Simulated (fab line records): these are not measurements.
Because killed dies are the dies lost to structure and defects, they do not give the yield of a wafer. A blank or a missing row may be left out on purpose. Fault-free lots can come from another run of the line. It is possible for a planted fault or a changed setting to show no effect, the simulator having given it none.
fab line records | flow nand_harc | part 2 of 2: steps 26 to 39 of 39
[record] lots = 5 | wafers = 15 | last_day = 24
route steps=1159 shown A_M1@1027 A_BONDPAD@1059
lots that met no fault: from a run of the same line without faults
start_h: the number of hours between the record's first day and the start of the first shown wafer of the lot | wait_h: hours since the lot's step before | " repeats the value in the row above | L1.1+2: a row that stands for several wafers | - no value, or no start given | * or withheld: withheld | < > ~ a bound
route shown NAME@n: a module of which the file shows steps, and the number in the route of the first | usual: average and standard deviation across the fault-free wafers | same: alike in all rows | chamber/n: place in a boat | sites: the reading at each site | _std_site: the values' standard deviation | _edge_site: inner sites' mean taken away from outer sites' mean | radius_mm: how far each site lies from the wafer's centre | mask NAME#n: copy n | behind: tool/chamber where the wafer was last shaped | hold: the reason the lot was held/the length of the hold in hours/how it ended | device: which transistor (n, p or np) failed to switch | end of line: tests of these same wafers at the route's end | a step given without rows: its recipe and nothing more | killed: dies that structure and defects cost at the first sort, which is not the same as the wafer's yield | map: dies across one wafer; x = killed, . = not, _ = none there
set.NAME: the setting that was run; set.NAME@STEP: the one run at that earlier step | model.NAME: the simulator's own value behind a step, which no gauge read
certain route steps with their lots: each step a table, each wafer a row
services: the hour from which a tool's chamber was out of use, counted from the record's first day as start_h (under 0 if before that day), plus the number of hours and why
[[steps]]
[step NHARC_A_M1_CMP_23]
[recipe] t_overpolish_s = 20 | target_thk_nm = 154.34
[usual] motor_current_A = 11.9/1.1 | time_to_endpoint_s = 28/3.5
lot.wafer | tool   | chamber | start_h | wait_h | motor_current_A | time_to_endpoint_s
L074.4    | cmp-03 | 3       | 413.62  | -      | 14.1            | 35
L074.3    | "      | 0       | "       | "      | 11.8            | 29
L074.6    | "      | 2       | "       | "      | 11.2            | 31
L077.1    | cmp-02 | 1       | 416.24  | -      | 11.4            | 35
L077.3    | "      | 3       | "       | "      | 10.8            | 25
L077.2    | "      | 0       | "       | "      | 10.9            | 32
L083.3    | cmp-01 | 2       | 461.40  | -      | 11.6            | 26
L083.6    | "      | 3       | "       | "      | 9.6             | 24
L083.5    | "      | 0       | "       | "      | 13.3            | 30
L088.2    | cmp-03 | 0       | 474.12  | -      | 11.8            | 27
L088.4    | "      | 1       | "       | "      | 12.8            | 27
L088.6    | "      | 2       | "       | "      | 11.3            | 27
L094.1    | cmp-02 | 0       | 531.59  | -      | 10.8            | 36
L094.3    | "      | 1       | "       | "      | 11.9            | 34
L094.6    | "      | 1       | "       | "      | 11.8            | 36
[step NHARC_A_M1_THK_MEAS_24]
[recipe] thk_meas_gauge = xrf
[usual] thk_nm = 154.0/1.8
lot.wafer | tool          | chamber | start_h | wait_h | thk_nm
L074.3    | film_metro-02 | -       | 413.88  | -      | 154.0
L074.4    | "             | -       | "       | "      | 156.2
L074.6    | "             | -       | "       | "      | 155.0
L077.1    | film_metro-02 | -       | 416.55  | -      | 156.5
L077.2    | "             | -       | "       | "      | 156.7
L077.3    | "             | -       | "       | "      | 154.1
L083.3    | film_metro-01 | -       | 461.63  | -      | 155.1
L083.5    | "             | -       | "       | "      | 155.8
L083.6    | "             | -       | "       | "      | 154.4
L088.2    | film_metro-02 | -       | 474.39  | -      | 155.3
L088.4    | "             | -       | "       | "      | 154.0
L088.6    | "             | -       | "       | "      | 152.1
L094.1    | film_metro-01 | -       | 531.91  | -      | 157.0
L094.3    | "             | -       | "       | "      | 157.0
L094.6    | "             | -       | "       | "      | 156.0
[step NHARC_A_M1_SRD_25]
lot.wafer  | tool         | chamber | start_h | wait_h
L074.4+3+6 | wet_bench-10 | 4,5,6   | 413.93  | 0.0
L077.3+1+2 | wet_bench-08 | 4,5,6   | 416.60  | 0.0
L083.6+3+5 | wet_bench-08 | 1,3,4   | 461.67  | 0.0
L088.2+6+4 | wet_bench-08 | 1,2,3   | 474.43  | 0.0
L094.6+3+1 | wet_bench-08 | 5,0,2   | 531.95  | 0.0
[step NHARC_A_M1_INSPECT_27]
[usual] raw_defect_count = 473/130
lot.wafer | tool              | chamber | start_h | wait_h | raw_defect_count
L074.3    | defect_inspect-02 | -       | 414.04  | 0.0    | 572
L074.4    | "                 | -       | "       | "      | 360
L074.6    | "                 | -       | "       | "      | 261
L077.1    | defect_inspect-02 | -       | 416.71  | 0.0    | 469
L077.2    | "                 | -       | "       | "      | 387
L077.3    | "                 | -       | "       | "      | 552
L083.3    | defect_inspect-01 | -       | 461.80  | 0.0    | 567
L083.5    | "                 | -       | "       | "      | 455
L083.6    | "                 | -       | "       | "      | 383
L088.2    | defect_inspect-01 | -       | 474.54  | 0.0    | 398
L088.4    | "                 | -       | "       | "      | 289
L088.6    | "                 | -       | "       | "      | 391
L094.1    | defect_inspect-01 | -       | 532.06  | 0.0    | 491
L094.3    | "                 | -       | "       | "      | 501
L094.6    | "                 | -       | "       | "      | 489
[step NHARC_A_M1_PRE_CLEAN_32]
[recipe] time_s = 12 | temp_c = 370 | rf_power_w = 300 | gas = NH3
[usual] heater_power_w = 621/60
lot.wafer | tool     | chamber | start_h | wait_h | heater_power_w
L074.3    | pecvd-01 | 0       | 414.13  | 0.1    | 503
L074.4    | "        | 1       | "       | "      | 651
L074.6    | "        | 0       | "       | "      | 488
L077.2    | pecvd-04 | 2       | 416.77  | 0.1    | 616
L077.3    | "        | 0       | "       | "      | 642
L077.1    | "        | 1       | "       | "      | 570
L083.3    | pecvd-01 | 2       | 461.86  | 0.1    | 636
L083.5    | "        | 2       | "       | "      | 643
L083.6    | "        | 0       | "       | "      | 541
L088.2    | pecvd-01 | 2       | 474.71  | 0.2    | 600
L088.6    | "        | 0       | "       | "      | 600
L088.4    | "        | 2       | "       | "      | 601
L094.3    | pecvd-03 | 2       | 532.13  | 0.1    | 642
L094.1    | "        | 1       | "       | "      | 638
L094.6    | "        | 2       | "       | "      | 675
[step NHARC_A_M1_DEP_33]
[recipe] target_thk_a = 300 | temp_c = 370 | target_thk_nm = 30 | pressure_torr = 3 | flow_sccm = 200 | rf_w = 450 | material = SiCN
[usual] heater_power_w = 568/64
lot.wafer | tool     | chamber | start_h | wait_h | heater_power_w
L074.3    | pecvd-01 | 0       | 414.27  | 0.1    | 549
L074.4    | "        | 1       | "       | "      | 597
L074.6    | "        | 0       | "       | "      | 537
L077.2    | pecvd-04 | 2       | 416.85  | 0.1    | 646
L077.3    | "        | 0       | "       | "      | 600
L077.1    | "        | 1       | "       | "      | 595
L083.3    | pecvd-01 | 2       | 461.94  | 0.1    | 621
L083.5    | "        | 2       | "       | "      | 622
L083.6    | "        | 0       | "       | "      | 473
L088.2    | pecvd-01 | 2       | 474.84  | 0.1    | 589
L088.6    | "        | 0       | "       | "      | 526
L088.4    | "        | 2       | "       | "      | 598
L094.3    | pecvd-03 | 2       | 532.21  | 0.1    | 598
L094.1    | "        | 1       | "       | "      | 543
L094.6    | "        | 2       | "       | "      | 597
[step NHARC_A_BONDPAD_DEP_00]
[recipe] target_thk_a = 2500 | temp_c = 370 | target_thk_nm = 250 | pressure_torr = 3 | flow_sccm = 200 | rf_w = 450 | material = SiCN
[usual] heater_power_w = 583/88
lot.wafer | tool     | chamber | start_h | wait_h | heater_power_w
L074.3    | pecvd-02 | 1       | 414.83  | -      | 452
L074.6    | "        | 2       | "       | "      | 656
L074.4    | "        | 1       | "       | "      | 462
L077.2    | pecvd-02 | 2       | 417.41  | -      | 555
L077.3    | "        | 0       | "       | "      | 702
L077.1    | "        | 1       | "       | "      | 487
L083.3    | pecvd-02 | 2       | 462.59  | -      | 619
L083.5    | "        | 0       | "       | "      | 678
L083.6    | "        | 2       | "       | "      | 610
L088.2    | pecvd-02 | 1       | 475.38  | -      | 499
L088.4    | "        | 0       | "       | "      | 689
L088.6    | "        | 0       | "       | "      | 685
L094.3    | pecvd-02 | 0       | 532.76  | -      | 732
L094.1    | "        | 1       | "       | "      | 429
L094.6    | "        | 2       | "       | "      | 670
[step NHARC_A_BONDPAD_CMP_29]
[recipe] target_thk_nm = 200 | material = SiCN
[usual] motor_current_A = 12.2/1.3
lot.wafer | tool   | chamber | start_h | wait_h | motor_current_A
L074.3    | cmp-01 | 1       | 415.15  | -      | 11.9
L074.4    | "      | 0       | "       | "      | 12.4
L074.6    | "      | 2       | "       | "      | 12.2
L077.2    | cmp-01 | 1       | 417.82  | -      | 12.1
L077.3    | "      | 3       | "       | "      | 9.9
L077.1    | "      | 0       | "       | "      | 13.0
L083.3    | cmp-01 | 3       | 462.95  | -      | 9.9
L083.5    | "      | 1       | "       | "      | 11.7
L083.6    | "      | 2       | "       | "      | 12.3
L088.2    | cmp-03 | 1       | 475.90  | 0.5    | 12.8
L088.4    | "      | 2       | "       | "      | 11.1
L088.6    | "      | 3       | "       | "      | 14.1
L094.3    | cmp-01 | 0       | 533.16  | -      | 13.0
L094.1    | "      | 2       | "       | "      | 12.4
L094.6    | "      | 0       | "       | "      | 12.7
[step NHARC_A_BONDPAD_THK_MEAS_30]
[recipe] thk_meas_gauge = ellipsometry
[usual] thk_nm = 199.8/1.6
lot.wafer | tool          | chamber | start_h | wait_h | thk_nm
L074.3    | film_metro-02 | -       | 415.40  | 0.2    | 197.4
L074.4    | "             | -       | "       | "      | 200.1
L074.6    | "             | -       | "       | "      | 200.5
L077.1    | film_metro-02 | -       | 418.07  | 0.2    | 203.3
L077.2    | "             | -       | "       | "      | 200.3
L077.3    | "             | -       | "       | "      | 199.4
L083.3    | film_metro-01 | -       | 463.16  | 0.2    | 199.4
L083.5    | "             | -       | "       | "      | 196.6
L083.6    | "             | -       | "       | "      | 199.6
L088.2    | film_metro-01 | -       | 476.10  | 0.2    | 197.7
L088.4    | "             | -       | "       | "      | 200.3
L088.6    | "             | -       | "       | "      | 199.7
L094.1    | film_metro-01 | -       | 533.41  | 0.2    | 200.0
L094.3    | "             | -       | "       | "      | 201.7
L094.6    | "             | -       | "       | "      | 200.7
[step NHARC_A_BONDPAD_SRD_31]
lot.wafer  | tool         | chamber | start_h | wait_h
L074.6+4+3 | wet_bench-08 | 0,1,2   | 415.44  | 0.0
L077.3+2+1 | wet_bench-10 | 2,6,7   | 418.11  | 0.0
L083.6+5+3 | wet_bench-10 | 0,2,5   | 463.19  | 0.0
L088.2+6+4 | wet_bench-10 | 0,3,5   | 476.14  | 0.0
L094.1+6+3 | wet_bench-10 | 5,6,2   | 533.45  | 0.0
[step NHARC_A_BONDPAD_DEHYDRATE_01]
[recipe] temp_c = 150 | time_s = 120
[usual] plate_temp_C = 150.02/0.14
lot.wafer | tool           | chamber | start_h | wait_h | plate_temp_C
L074.3    | litho_track-07 | 0       | 415.53  | 0.1    | 150.17
L074.4    | "              | 0       | "       | "      | 150.04
L074.6    | "              | 0       | "       | "      | 150.38
L077.1    | litho_track-07 | 0       | 418.20  | 0.1    | 149.85
L077.2    | "              | 0       | "       | "      | 149.90
L077.3    | "              | 0       | "       | "      | 150.09
L083.3    | litho_track-03 | 0       | 463.28  | 0.1    | 150.06
L083.5    | "              | 0       | "       | "      | 149.98
L083.6    | "              | 0       | "       | "      | 150.06
L088.2    | litho_track-03 | 0       | 476.23  | 0.1    | 150.12
L088.4    | "              | 0       | "       | "      | 150.08
L088.6    | "              | 0       | "       | "      | 150.00
L094.1    | litho_track-03 | 0       | 533.54  | 0.1    | 149.99
L094.3    | "              | 0       | "       | "      | 150.08
L094.6    | "              | 0       | "       | "      | 149.89
[step NHARC_A_BONDPAD_HMDS_02]
[recipe] time_s = 30
lot.wafer  | tool           | chamber | start_h | wait_h
L074.3+4+6 | litho_track-07 | 0       | -       | -
L077.1+2+3 | litho_track-07 | 0       | -       | -
L083.3+5+6 | litho_track-03 | 0       | -       | -
L088.2+4+6 | litho_track-03 | 0       | -       | -
L094.1+3+6 | litho_track-03 | 0       | -       | -
[step NHARC_A_BONDPAD_COAT_33]
[recipe] temp_c = 200 | time_s = 65
[usual] plate_temp_C = 200.00/0.15
lot.wafer | tool           | chamber | start_h | wait_h | plate_temp_C
L074.3    | litho_track-07 | 0       | -       | -      | 200.09
L074.4    | "              | 0       | "       | "      | 200.03
L074.6    | "              | 0       | "       | "      | 199.97
L077.1    | litho_track-07 | 0       | -       | -      | 199.97
L077.2    | "              | 0       | "       | "      | 199.92
L077.3    | "              | 0       | "       | "      | 199.86
L083.3    | litho_track-03 | 0       | -       | -      | 200.22
L083.5    | "              | 0       | "       | "      | 200.52
L083.6    | "              | 0       | "       | "      | 200.25
L088.2    | litho_track-03 | 0       | -       | -      | 200.09
L088.4    | "              | 0       | "       | "      | 200.13
L088.6    | "              | 0       | "       | "      | 200.07
L094.1    | litho_track-03 | 0       | -       | -      | 200.14
L094.3    | "              | 0       | "       | "      | 200.13
L094.6    | "              | 0       | "       | "      | 200.09
[step NHARC_A_BONDPAD_COAT_03]
[recipe] spin_rpm = 2000 | resist_thk_nm = 600
lot.wafer  | tool           | chamber | start_h | wait_h
L074.3+4+6 | litho_track-07 | 0       | -       | -
L077.1+2+3 | litho_track-07 | 0       | -       | -
L083.3+5+6 | litho_track-03 | 0       | -       | -
L088.2+4+6 | litho_track-03 | 0       | -       | -
L094.1+3+6 | litho_track-03 | 0       | -       | -
[[services]]
tool           | chamber | start_h | hours | kind
rie_diel-11    | 0       | 387.59  | 4.0   | repair
litho_track-03 | -       | 388.00  | 7.0   | pm
pvd_sputter-02 | -       | 392.00  | 10.0  | pm
rie_diel-03    | -       | 392.30  | 9.0   | pm
wet_bench-08   | -       | 406.40  | 8.0   | pm
rie_diel-05    | 0       | 412.47  | 3.0   | repair
pecvd-01       | -       | 418.50  | 13.0  | pm
wet_bench-08   | -       | 420.50  | 1.2   | repair
wet_bench-10   | -       | 423.20  | 8.0   | pm
litho_track-01 | -       | 443.00  | 7.0   | pm
rie_diel-11    | 1       | 447.92  | 6.6   | repair
ecd_cu-01      | -       | 448.23  | 8.0   | pm
pecvd-02       | 2       | 466.79  | 20.7  | repair
cmp-01         | -       | 473.50  | 4.0   | pm
pvd_sputter-01 | -       | 475.15  | 3.3   | repair
rie_diel-11    | 0       | 479.01  | 4.5   | repair
rie_diel-03    | 0       | 482.74  | 3.8   | repair
pecvd-02       | 0       | 487.25  | 6.2   | repair
litho_track-04 | -       | 491.00  | 7.0   | pm
rie_diel-11    | 0       | 508.85  | 5.7   | repair
pvd_sputter-01 | -       | 514.83  | 10.0  | pm
pecvd-02       | -       | 515.61  | 13.0  | pm
cmp-01         | -       | 524.68  | 0.3   | repair
cmp-01         | -       | 526.81  | 1.2   | repair
